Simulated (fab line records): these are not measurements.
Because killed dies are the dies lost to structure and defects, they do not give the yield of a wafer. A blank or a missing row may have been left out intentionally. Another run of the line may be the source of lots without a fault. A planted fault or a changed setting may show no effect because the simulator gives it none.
fab line records    flow n5Finfet
record: lots: 7  wafers: 21
route steps=1938 shown BEOL_M12@1602 BEOL_M13@1673 BEOL_M14@1716 BEOL_M15@1796 MIM_TOP@1835 PASSIVATION@1929
startH: start of the lot's first displayed wafer, in hours after the record's first day    waitH: hours elapsed since this lot's preceding step    " repeats the value in the row above    L1.1+2: a row that stands for several wafers    - either no value or no given start    * or withheld: withheld    < > ~ a bound
route shown NAME@n: a module of which the file shows steps, and the number in the route of the first    usual: mean and standard deviation over wafers with no fault    same: alike in all rows    chamber/n: place in a boat    sites: the reading at each site    _std_site: standard deviation of those values    _edge_site: outer sites' mean less inner sites'    radiusMm: for every site, how far away it sits from the centre of the wafer    mask NAME#n: copy n    behind: the last tool/chamber to shape the wafer    hold: why the lot was held/for how many hours/how that ended    device: which transistor (n, p or np) failed to switch    end of line: the same wafers' tests at the end of the route    a step without rows: its recipe alone    killed: at the first sort, the dies lost to defects and structure; wafer yield is something else    map: dies across one wafer; x = killed, . = not, _ = none there
set.NAME: the run value of the setting; set.NAME@STEP: its run value at that earlier step    model.NAME: the simulator's own value behind a step, which no gauge read
lots with deliberately changed settings; one table per step, one row per wafer
== steps ==
step: N5_BEOL_M12_ILD_DEP_00
recipe: material: SiOC  targetThkA: 6589.2  tempC: 350  precursor: DEMS/O2  pressureTorr: 5  rfW: 500  timeS: 130.7
lot.wafer  tool      chamber  startH  waitH  set.timeS  model.SiOC_of_BEOL_M12_ILD_DEP_00.thkNm
L075.1     pecvd-02  1        228.04  0.0    142.9      707.2
L075.3     "         2        "       "      130.7      647
L075.6     "         0        "       "      130.7      652
L081.2     pecvd-04  1        280.77  0.0    130.7      655
L081.5     "         1        "       "      113.9      587
L081.6     "         0        "       "      130.7      670
L083.1     pecvd-03  0        288.72  0.0    130.7      661.8
L083.3     "         1        "       "      118.7      590.2
L083.4     "         2        "       "      118.7      602.4
L086.2     pecvd-03  0        289.00  0.0    130.7      655.6
L086.4     "         0        "       "      130.7      664.6
L086.6     "         2        "       "      130.7      653.6
L088.1     pecvd-02  1        318.09  0.0    116.7      580.4
L088.3     "         2        "       "      130.7      664
L088.6     "         2        "       "      116.7      582.2
L095.2     pecvd-02  2        361.42  0.0    130.7      658.4
L095.4+6   "         1,0      "       "      130.7      670.2
L093.1     pecvd-03  1        361.68  0.0    130.7      662.2
L093.2     "         2        "       "      114.7      587.4
L093.4     "         2        "       "      130.7      664.2
step: N5_BEOL_M12_THK_MEAS_01
recipe: reads: SiOC_of_BEOL_M12_ILD_DEP_00
usual: M12_ILD_THK: 660/8.1
lot.wafer  tool          chamber  startH  waitH  set.timeS@BEOL_M12_ILD_DEP_00  M12_ILD_THK[nm]
L075.1     filmMetro-02  -        228.17  0.1    142.9                          708
L075.3     "             -        "       "      130.7                          647
L075.6     "             -        "       "      130.7                          652
L081.2     filmMetro-01  -        280.90  0.1    130.7                          655
L081.5     "             -        "       "      113.9                          586
L081.6     "             -        "       "      130.7                          669
L083.1     filmMetro-01  -        288.86  0.1    130.7                          662
L083.3     "             -        "       "      118.7                          590
L083.4     "             -        "       "      118.7                          603
L086.2     filmMetro-02  -        289.13  0.1    130.7                          656
L086.4     "             -        "       "      130.7                          665
L086.6     "             -        "       "      130.7                          654
L088.1     filmMetro-01  -        318.27  0.1    116.7                          581
L088.3     "             -        "       "      130.7                          665
L088.6     "             -        "       "      116.7                          582
L095.2     filmMetro-01  -        361.55  0.1    130.7                          659
L095.4     "             -        "       "      130.7                          670
L095.6     "             -        "       "      130.7                          670
L093.1     filmMetro-01  -        361.82  0.1    130.7                          662
L093.2     "             -        "       "      114.7                          588
L093.4     "             -        "       "      130.7                          664
step: N5_BEOL_M12_COAT_58
recipe: resist: BARC  tempC: 205  timeS: 60  spinRpm: 1500  resistThkNm: 89
step: N5_BEOL_M12_COAT_04
recipe: spinRpm: 1625  resistThkNm: 400
step: N5_BEOL_M12_DESCUM_15
recipe: chemistry: O2  timeS: 7.9  sourcePowerW: 50  biasPowerW: 20  pressureMtorr: 20  rfFrequencyHz: 2.712e+07  tempC: 40  o2FlowSccm: 225
step: N5_BEOL_M12_ETCH_59
recipe: chemistry: N2/H2  target: BARC  targetDepthA: 890  overetchA: 267  timeS: 67.9  ionEnergyEv: 200  pressureMtorr: 30  sourceW: 840  biasW: 150  n2FlowSccm: 200  h2FlowSccm: 200
step: N5_BEOL_M12_VIA_ETCH_16
recipe: chemistry: C4F8/O2/Ar  target: SiOC  pressureMtorr: 30  sourceW: 3000  biasW: 700  Ar_flow_sccm: 400  C4F8_flow_sccm: 15  O2_flow_sccm: 8  heInnerTorr: 15  heOuterTorr: 30  targetDepthA: 7248  timeS: withheld  ionEnergyEv: 250  ends: cleared
lot.wafer  tool        chamber  startH  waitH  set.timeS@BEOL_M12_ILD_DEP_00  model.etch.depthNm  model.coat_of_BEOL_M12_COAT_04.thkNm
L075.1     rieDiel-06  1        228.65  0.0    *                              707.3               110.2
L075.3     "           2        "       "      *                              647                 125.6
L075.6     "           2        "       "      *                              651.9               125.6
L081.2     rieDiel-04  3        281.38  0.0    *                              654.9               123.4
L081.5     "           2        "       "      *                              587                 138.8
L081.6     "           3        "       "      *                              670.1               117.2
L083.1     rieDiel-02  2        289.33  0.0    *                              661.8               123
L083.3     "           1        "       "      *                              590.2               142.4
L083.4     "           3        "       "      *                              602.5               138.8
L086.2     rieDiel-02  3        289.61  0.0    *                              655.6               123.2
L086.4     "           1        "       "      *                              664.7               120.4
L086.6     "           0        "       "      *                              653.6               125
L088.1     rieDiel-06  3        318.99  0.0    *                              580.4               144.8
L088.3     "           0        "       "      *                              663.9               120.4
L088.6     "           3        "       "      *                              582.1               144.8
L095.2     rieDiel-02  1        362.41  0.0    *                              658.5               123.4
L095.4     "           1        "       "      *                              670.1               120.4
L095.6     "           3        "       "      *                              670.1               119.8
L093.1     rieDiel-06  2        362.46  0.0    *                              662.2               122.6
L093.2     "           3        "       "      *                              587.4               141.6
L093.4     "           1        "       "      *                              664.2               122.8
step: N5_BEOL_M12_STRIP_63
recipe: chemistry: N2/H2  powerW: 1000  tempC: 250  h2Frac: 0.65  overashFraction: 0.3  pressureMtorr: 1000  n2FlowSccm: 1750  h2FlowSccm: 3250
usual: stripTimeToEndpointS: 42.4/0.82
lot.wafer  tool            chamber  startH  waitH  set.timeS@BEOL_M12_ILD_DEP_00  stripTimeToEndpointS
L075.1     plasmaAsher-02  0        228.85  -      142.9                          39.0
L075.3     "               0        "       "      130.7                          43.2
L075.6     "               1        "       "      130.7                          43.2
L081.2     plasmaAsher-01  1        281.58  -      130.7                          42.6
L081.5     "               1        "       "      113.9                          46.7
L081.6     "               0        "       "      130.7                          41.0
L083.1     plasmaAsher-02  1        289.53  -      130.7                          42.5
L083.3     "               1        "       "      118.7                          47.7
L083.4     "               0        "       "      118.7                          46.7
L086.2     plasmaAsher-02  0        289.81  -      130.7                          42.5
L086.4     "               0        "       "      130.7                          41.8
L086.6     "               0        "       "      130.7                          43.0
L088.1     plasmaAsher-02  1        319.19  -      116.7                          48.3
L088.3     "               1        "       "      130.7                          41.8
L088.6     "               1        "       "      116.7                          48.3
L095.2     plasmaAsher-02  0        362.61  -      130.7                          42.6
L095.4     "               1        "       "      130.7                          41.8
L095.6     "               0        "       "      130.7                          41.6
L093.1     plasmaAsher-01  1        362.66  -      130.7                          42.4
L093.2     "               0        "       "      114.7                          47.5
L093.4     "               1        "       "      130.7                          42.4
step: N5_BEOL_M13_ETCH_59
recipe: chemistry: N2/H2  target: BARC  targetDepthA: 890  overetchA: 267  timeS: 67.9  ionEnergyEv: 200  pressureMtorr: 30  sourceW: 840  biasW: 150  n2FlowSccm: 200  h2FlowSccm: 200
usual: rfVppV: 523.9/1.8
lot.wafer  tool        chamber  startH  waitH  set.biasW  rfVppV
L075.1     rieDiel-03  3        235.80  0.0    150        524.5
L075.3     "           0        "       "      150        521.2
L075.6     "           1        "       "      150        525.9
L081.2     rieDiel-01  0        285.70  0.0    142        506.1
L081.5     "           1        "       "      150        525.2
L081.6     "           2        "       "      142        502.4
L083.1     rieDiel-01  2        295.98  0.0    160.3      544.5
L083.3     "           3        "       "      150        526.0
L083.4     "           0        "       "      160.3      547.4
L086.2     rieDiel-03  2        296.69  0.0    150        523.8
L086.4     "           1        "       "      150        527.2
L086.6     "           3        "       "      150        525.6
L088.1     rieDiel-03  1        324.38  0.0    150        526.1
L088.3     "           2        "       "      150        523.1
L088.6     "           0        "       "      150        520.9
L095.2     rieDiel-01  1        368.11  0.0    150        524.1
L095.4     "           0        "       "      150        523.1
L095.6     "           0        "       "      150        522.6
L093.1     rieDiel-01  2        368.94  0.0    150        521.8
L093.2     "           1        "       "      150        523.4
L093.4     "           3        "       "      150        525.8
step: N5_BEOL_M14_ILD_DEP_00
recipe: material: SiO2  targetThkA: 11193  tempC: 400  precursor: TEOS/O2  pressureTorr: 6.5  rfW: 900  teosFlowSccm: 161.4  gas: O2  flowSccm: 2650  timeS: 237.4
lot.wafer  tool      chamber  startH  waitH  set.tempC  model.SiO2_of_BEOL_M14_ILD_DEP_00.thkNm
L075.1     pecvd-01  1        239.06  0.0    400        1123
L075.3     "         0        "       "      400        1118
L075.6     "         0        "       "      400        1148
L081.2     pecvd-03  2        290.98  0.0    400        1144
L081.5     "         1        "       "      392.4      1216
L081.6     "         0        "       "      392.4      1195
L083.1     pecvd-03  0        300.96  0.0    404        1088
L083.3     "         2        "       "      404        1100
L083.4     "         0        "       "      400        1128
L086.2     pecvd-04  2        301.92  0.0    396.2      1179
L086.4     "         0        "       "      400        1148
L086.6     "         2        "       "      400        1156
L088.1     pecvd-03  1        330.94  0.0    400        1125
L088.3     "         2        "       "      403.4      1099
L088.6     "         0        "       "      400        1133
L093.1     pecvd-01  2        373.77  0.0    400        1132
L093.2     "         0        "       "      400        1141
L093.4     "         2        "       "      393.6      1191
L095.2+4   pecvd-04  2,1      373.89  0.0    400        1121
L095.6     "         0        "       "      400        1125
step: N5_BEOL_M14_THK_MEAS_01
recipe: reads: SiO2_of_BEOL_M14_ILD_DEP_00
usual: M14_ILD_THK: 1129/16
lot.wafer  tool          chamber  startH  waitH  set.tempC@BEOL_M14_ILD_DEP_00  M14_ILD_THK[nm]
L075.1     filmMetro-02  -        239.25  0.1    400                            1123
L075.3     "             -        "       "      400                            1119
L075.6     "             -        "       "      400                            1148
L081.2     filmMetro-01  -        291.17  0.1    400                            1145
L081.5     "             -        "       "      392.4                          1216
L081.6     "             -        "       "      392.4                          1194
L083.1     filmMetro-02  -        301.15  0.1    404                            1087
L083.3     "             -        "       "      404                            1100
L083.4     "             -        "       "      400                            1128
L086.2     filmMetro-01  -        302.11  0.1    396.2                          1179
L086.4     "             -        "       "      400                            1147
L086.6     "             -        "       "      400                            1156
L088.1     filmMetro-01  -        331.13  0.1    400                            1126
L088.3     "             -        "       "      403.4                          1100
L088.6     "             -        "       "      400                            1132
L093.1     filmMetro-02  -        373.96  0.1    400                            1133
L093.2     "             -        "       "      400                            1141
L093.4     "             -        "       "      393.6                          1192
L095.2     filmMetro-01  -        374.08  0.1    400                            1121
L095.4     "             -        "       "      400                            1122
L095.6     "             -        "       "      400                            1124
step: N5_BEOL_M14_EXPOSE_07
recipe: maskId: V13  na: 0.8  sourceShape: annular  sigmaInner: 0.5  sigmaOuter: 0.8  polarization: unpolarized  attpsmPhaseDeg: 180  doseMj: 57
lot.wafer   tool           chamber  startH  waitH  mask   set.doseMj
L075.1+3+6  krfScanner-01  0        239.51  -      V13#0  57
L081.2+6    krfScanner-01  0        291.31  -      V13#0  59.67
L081.5      "              0        "       "      V13#0  57
L083.1+3+4  krfScanner-02  0        301.28  -      V13#0  57
L086.2+4+6  krfScanner-02  0        302.25  -      V13#0  57
L088.1+3+6  krfScanner-01  0        331.38  -      V13#0  54.94
L093.1+4    krfScanner-02  0        374.22  -      V13#0  53.95
L093.2      "              0        "       "      V13#0  57
L095.2+4+6  krfScanner-01  0        374.39  -      V13#0  57
step: N5_BEOL_M14_PEB_08
recipe: pebTempC: 130  pebTimeS: 90
step: N5_BEOL_M14_DEVELOP_09
recipe: developTimeS: 45  rinseLiquid: diw  dry: airSpin  devTempC: 21
step: N5_BEOL_M14_HARDBAKE_14
recipe: tempC: 130  timeS: 120
step: N5_BEOL_M14_CD_MEAS_10
recipe: targetCdNm: 250  landingEnergyEv: 500  detector: seInlens  polarity: opening
usual: cdNm: 250.0/1.4
lot.wafer  tool      chamber  startH  waitH  set.doseMj@BEOL_M14_EXPOSE_07  cdNm
L075.1     cdSem-01  0        239.68  -      57                             249.1
L075.3     "         0        "       "      57                             251.6
L075.6     "         0        "       "      57                             252.0
L081.2     cdSem-02  0        291.48  -      59.67                          258.8
L081.5     "         0        "       "      57                             251.1
L081.6     "         0        "       "      59.67                          259.8
L083.1     cdSem-01  0        301.46  -      57                             249.1
L083.3     "         0        "       "      57                             250.4
L083.4     "         0        "       "      57                             248.2
L086.2     cdSem-01  0        302.42  -      57                             251.6
L086.4     "         0        "       "      57                             248.8
L086.6     "         0        "       "      57                             249.5
L088.1     cdSem-01  0        331.56  -      54.94                          243.2
L088.3     "         0        "       "      54.94                          243.9
L088.6     "         0        "       "      54.94                          241.7
L093.1     cdSem-02  0        374.39  -      53.95                          239.9
L093.2     "         0        "       "      57                             250.0
L093.4     "         0        "       "      53.95                          241.5
L095.2     cdSem-01  0        374.56  -      57                             249.9
L095.4     "         0        "       "      57                             249.1
L095.6     "         0        "       "      57                             249.5
step: N5_BEOL_M14_DESCUM_15
recipe: chemistry: O2  timeS: 7.9  sourcePowerW: 50  biasPowerW: 20  pressureMtorr: 20  rfFrequencyHz: 2.712e+07  tempC: 40  o2FlowSccm: 225
step: N5_BEOL_M14_ETCH_59
recipe: chemistry: N2/H2  target: BARC  targetDepthA: 890  overetchA: 267  timeS: 67.9  ionEnergyEv: 200  pressureMtorr: 30  sourceW: 840  biasW: 150  n2FlowSccm: 200  h2FlowSccm: 200
step: N5_BEOL_M14_VIA_ETCH_16
recipe: chemistry: C4F8/O2/Ar  target: SiO2  heInnerTorr: 15  heOuterTorr: 30  targetDepthA: 12313  timeS: withheld  ionEnergyEv: 800  pressureMtorr: 20  sourceW: 1905  biasW: 2040  Ar_flow_sccm: 400  C4F8_flow_sccm: 16  O2_flow_sccm: 12  ends: cleared
lot.wafer  tool        chamber  startH  waitH  set.tempC@BEOL_M14_ILD_DEP_00  model.etch.depthNm
L075.1     rieDiel-06  0        240.69  0.0    400                            1123
L075.3     "           1        "       "      400                            1118
L075.6     "           2        "       "      400                            1148
L081.2     rieDiel-04  3        291.65  0.0    400                            1144
L081.5     "           2        "       "      392.4                          1216
L081.6     "           3        "       "      392.4                          1195
L083.1     rieDiel-06  1        301.63  0.0    404                            1088
L083.3     "           2        "       "      404                            1100
L083.4     "           2        "       "      400                            1128
L086.2     rieDiel-02  3        302.59  0.0    396.2                          1179
L086.4     "           2        "       "      400                            1148
L086.6     "           2        "       "      400                            1156
L088.1     rieDiel-02  3        331.73  0.0    400                            1125
L088.3     "           0        "       "      403.4                          1099
L088.6     "           2        "       "      400                            1133
L093.1     rieDiel-06  0        374.57  0.0    400                            1132
L093.2     "           1        "       "      400                            1141
L093.4     "           2        "       "      393.6                          1191
L095.2+4   rieDiel-04  0,2      374.74  0.0    400                            1121
L095.6     "           0        "       "      400                            1125
step: N5_BEOL_M14_STRIP_63
recipe: chemistry: O2  powerW: 600  tempC: 60  pressureMtorr: 30  rfFrequencyHz: 6e+07  biasPowerW: 0  overashFraction: 0.3  o2FlowSccm: 225
step: N5_BEOL_M14_STRIP_64
recipe: chemistry: O2  powerW: 600  tempC: 60  pressureMtorr: 30  rfFrequencyHz: 6e+07  biasPowerW: 0  overashFraction: 0.3  o2FlowSccm: 225
step: N5_BEOL_M14_STRIP_71
recipe: chemistry: postEtchResidueRemover  timeS: 60  tempC: 25  removerPh: withheld  removerWaterWtPct: withheld  removerFluorideWtPct: withheld
step: N5_BEOL_M14_SRD_72
recipe: timeS: 30  tempC: 23  rinseLiquid: diw  dry: n2Spin  spinRpm: 1500  dryTimeS: 30
step: N5_BEOL_M14_CD_MEAS_17
recipe: targetCdNm: 250  polarity: opening
usual: cdNm: 251.3/1.5
lot.wafer  tool      chamber  startH  waitH  set.doseMj@BEOL_M14_EXPOSE_07  cdNm
L075.1     cdSem-01  -        241.04  0.0    57                             250.1
L075.3     "         -        "       "      57                             253.3
L075.6     "         -        "       "      57                             253.2
L081.2     cdSem-03  -        292.00  0.0    59.67                          258.6
L081.5     "         -        "       "      57                             252.4
L081.6     "         -        "       "      59.67                          262.0
L083.1     cdSem-02  -        301.98  0.0    57                             248.8
L083.3     "         -        "       "      57                             248.8
L083.4     "         -        "       "      57                             247.8
L086.2     cdSem-02  -        302.94  0.0    57                             253.2
L086.4     "         -        "       "      57                             251.2
L086.6     "         -        "       "      57                             252.6
L088.1     cdSem-03  -        332.08  0.0    54.94                          244.7
L088.3     "         -        "       "      54.94                          244.9
L088.6     "         -        "       "      54.94                          244.4
L093.1     cdSem-02  -        374.92  0.0    53.95                          240.9
L093.2     "         -        "       "      57                             251.1
L093.4     "         -        "       "      53.95                          241.4
L095.2     cdSem-03  -        375.09  0.0    57                             250.4
L095.4     "         -        "       "      57                             250.2
L095.6     "         -        "       "      57                             250.5
step: N5_BEOL_M15_COAT_60
recipe: resist: BARC  tempC: 205  timeS: 60  spinRpm: 1500  resistThkNm: 89
lot.wafer   tool           chamber  startH  waitH  set.spinRpm  model.BARC_of_BEOL_M15_COAT_60.thkNm
L075.1      lithoTrack-04  0        246.36  0.3    1500         88.6
L075.3      "              0        "       "      1334         94
L075.6      "              0        "       "      1334         94.2
L081.2+6    lithoTrack-04  0        298.69  0.3    1634         85.6
L081.5      "              0        "       "      1500         89.2
L083.1+3+4  lithoTrack-02  0        315.21  0.3    1500         88.4
L086.2+4    lithoTrack-05  0        315.85  0.3    1500         89
L086.6      "              0        "       "      1500         88.8
L088.1+3    lithoTrack-05  0        339.18  0.3    1500         89
L088.6      "              0        "       "      1360         93.8
L093.1+4    lithoTrack-04  0        384.54  0.3    1555         87.6
L093.2      "              0        "       "      1555         87.4
L095.2+4    lithoTrack-02  0        385.55  0.3    1500         88.6
L095.6      "              0        "       "      1500         88.4
step: N5_BEOL_M15_COAT_22
recipe: spinRpm: 1704  resistThkNm: 800
step: N5_BEOL_M15_EBR_24
recipe: solvent: PGMEA  ebrWidthMm: 1.5
step: N5_BEOL_M15_DESCUM_33
recipe: chemistry: O2  timeS: 7.9  sourcePowerW: 50  biasPowerW: 20  pressureMtorr: 20  rfFrequencyHz: 2.712e+07  tempC: 40  o2FlowSccm: 225
step: N5_BEOL_M15_ETCH_61
recipe: chemistry: N2/H2  target: BARC  targetDepthA: 890  overetchA: 267  timeS: 67.9  ionEnergyEv: 200  pressureMtorr: 30  sourceW: 840  biasW: 150  n2FlowSccm: 200  h2FlowSccm: 200
lot.wafer  tool        chamber  startH  waitH  set.spinRpm@BEOL_M15_COAT_60  model.etch.depthNm
L075.1     rieDiel-03  1        247.21  0.0    1500                          88.63
L075.3     "           0        "       "      1334                          94.08
L075.6     "           3        "       "      1334                          94.15
L081.2     rieDiel-01  3        300.07  0.0    1634                          85.58
L081.5     "           1        "       "      1500                          89.24
L081.6     "           2        "       "      1634                          85.54
L083.1     rieDiel-03  0        316.15  0.0    1500                          88.34
L083.3     "           3        "       "      1500                          88.47
L083.4     "           2        "       "      1500                          88.48
L086.2     rieDiel-03  2        316.87  0.0    1500                          89.07
L086.4     "           0        "       "      1500                          88.99
L086.6     "           0        "       "      1500                          88.86
L088.1     rieDiel-01  0        339.99  0.0    1500                          89.1
L088.3     "           1        "       "      1500                          88.92
L088.6     "           3        "       "      1360                          93.73
L093.1     rieDiel-03  3        384.96  0.0    1555                          87.52
L093.2     "           2        "       "      1555                          87.45
L093.4     "           3        "       "      1555                          87.55
L095.2     rieDiel-05  0        385.94  0.0    1500                          88.55
L095.4     "           3        "       "      1500                          88.65
L095.6     "           0        "       "      1500                          88.45
step: N5_MIM_TOP_ALD_01
recipe: material: HfO2  targetThkA: 56  tempC: withheld  aldPrecursorFamily: Hf-amide  aldCoReactant: O3  pulseTimeS: 1  purgeTimeS: 3  coReactantPurgeTimeS: 2  coReactantPulseTimeS: 3  aldCycles: 62
lot.wafer   tool      chamber  startH  waitH  set.aldCycles  model.HfO2_of_MIM_TOP_ALD_01.thkNm
L075.1      aldHk-02  1        -       -      70             6.4
L075.3      "         3        "       "      70             6.2
L075.6      "         2        "       "      62             5.6
L081.2+6    aldHk-03  3,2      -       -      71             6.4
L081.5      "         3        "       "      62             5.6
L083.1+3+4  aldHk-03  3,1,0    -       -      62             5.6
L086.2+4+6  aldHk-01  0,3,1    -       -      62             5.6
L088.1+6    aldHk-01  3,0      -       -      62             5.6
L088.3      "         0        "       "      53             4.8
L093.1      aldHk-01  0        -       -      62             5.6
L093.2+4    "         3,1      "       "      71             6.4
L095.2+4+6  aldHk-02  0,2,3    -       -      62             5.6
step: N5_PASSIVATION_PASS_ETCH_47
recipe: chemistry: CF4/O2  target: SiNx  targetDepthA: 7700  timeS: 385  ionEnergyEv: 100  pressureMtorr: 40  sourceW: 535  biasW: 49  Ar_flow_sccm: 100  cf4FlowSccm: 100  O2_flow_sccm: 10
lot.wafer  tool        chamber  startH  waitH  set.timeS  model.etch.depthNm
L075.1     rieDiel-02  2        263.00  0.0    385        767.3
L075.3     "           0        "       "      385        760.9
L075.6     "           0        "       "      385        763.4
L081.2     rieDiel-06  0        314.90  0.0    385        785.8
L081.5     "           3        "       "      385        799
L081.6     "           2        "       "      385        761.5
L083.1     rieDiel-04  2        328.51  0.0    385        799.8
L083.3     "           0        "       "      385        782.5
L083.4     "           3        "       "      385        779.9
L086.2     rieDiel-02  2        329.51  0.0    342.6      691.4
L086.4     "           3        "       "      385        789.2
L086.6     "           1        "       "      385        772.4
L088.1     rieDiel-04  0        354.20  0.0    385        776.4
L088.3     "           2        "       "      385        804.4
L088.6     "           0        "       "      423        862.8
L093.1     rieDiel-02  1        399.42  0.0    465.1      932.3
L093.2     "           3        "       "      465.1      928.9
L093.4     "           2        "       "      385        771.3
L095.2     rieDiel-02  3        401.17  0.0    385        780
L095.4     "           1        "       "      385        779.9
L095.6     "           0        "       "      385        763.1
== key ==
split: step: N5_BEOL_M12_ILD_DEP_00  setting: timeS  stated: 130.7  by: wafer
response: step: N5_BEOL_M12_ILD_DEP_00  reading: model.SiOC_of_BEOL_M12_ILD_DEP_00.thkNm  change: +6.53  per: 1%  r: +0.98
response: step: N5_BEOL_M12_THK_MEAS_01  reading: M12_ILD_THK  change: +6.54  per: 1%  r: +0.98
response: step: N5_BEOL_M12_VIA_ETCH_16  reading: model.etch.depthNm  change: +6.53  per: 1%  r: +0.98
response: step: N5_BEOL_M12_VIA_ETCH_16  reading: model.coat_of_BEOL_M12_COAT_04.thkNm  change: -1.72  per: 1%  r: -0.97
response: step: N5_BEOL_M12_STRIP_63  reading: stripTimeToEndpointS  change: *  per: 1%  r: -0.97
split: step: N5_BEOL_M13_ETCH_59  setting: biasW  stated: 150  by: wafer
response: step: N5_BEOL_M13_ETCH_59  reading: rfVppV  change: +3.28  per: 1%  r: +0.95
split: step: N5_BEOL_M14_ILD_DEP_00  setting: tempC  stated: 400  by: wafer
response: step: N5_BEOL_M14_ILD_DEP_00  reading: model.SiO2_of_BEOL_M14_ILD_DEP_00.thkNm  change: -32.8  per: 1%  r: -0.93
response: step: N5_BEOL_M14_THK_MEAS_01  reading: M14_ILD_THK  change: -32.7  per: 1%  r: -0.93
response: step: N5_BEOL_M14_VIA_ETCH_16  reading: model.etch.depthNm  change: -32.9  per: 1%  r: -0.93
split: step: N5_BEOL_M14_EXPOSE_07  setting: doseMj  stated: 57  by: wafer
response: step: N5_BEOL_M14_CD_MEAS_10  reading: cdNm  change: +1.74  per: 1%  r: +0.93
response: step: N5_BEOL_M14_CD_MEAS_17  reading: cdNm  change: +1.78  per: 1%  r: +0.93
split: step: N5_BEOL_M15_COAT_60  setting: spinRpm  stated: 1500  by: wafer
response: step: N5_BEOL_M15_COAT_60  reading: model.BARC_of_BEOL_M15_COAT_60.thkNm  change: -0.476  per: 1%  r: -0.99
response: step: N5_BEOL_M15_ETCH_61  reading: model.etch.depthNm  change: -0.476  per: 1%  r: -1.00
split: step: N5_MIM_TOP_ALD_01  setting: aldCycles  stated: 62  by: wafer
response: step: N5_MIM_TOP_ALD_01  reading: model.HfO2_of_MIM_TOP_ALD_01.thkNm  change: +0.0549  per: 1%  r: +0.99
split: step: N5_PASSIVATION_PASS_ETCH_47  setting: timeS  stated: 385  by: wafer
response: step: N5_PASSIVATION_PASS_ETCH_47  reading: model.etch.depthNm  change: +7.69  per: 1%  r: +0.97
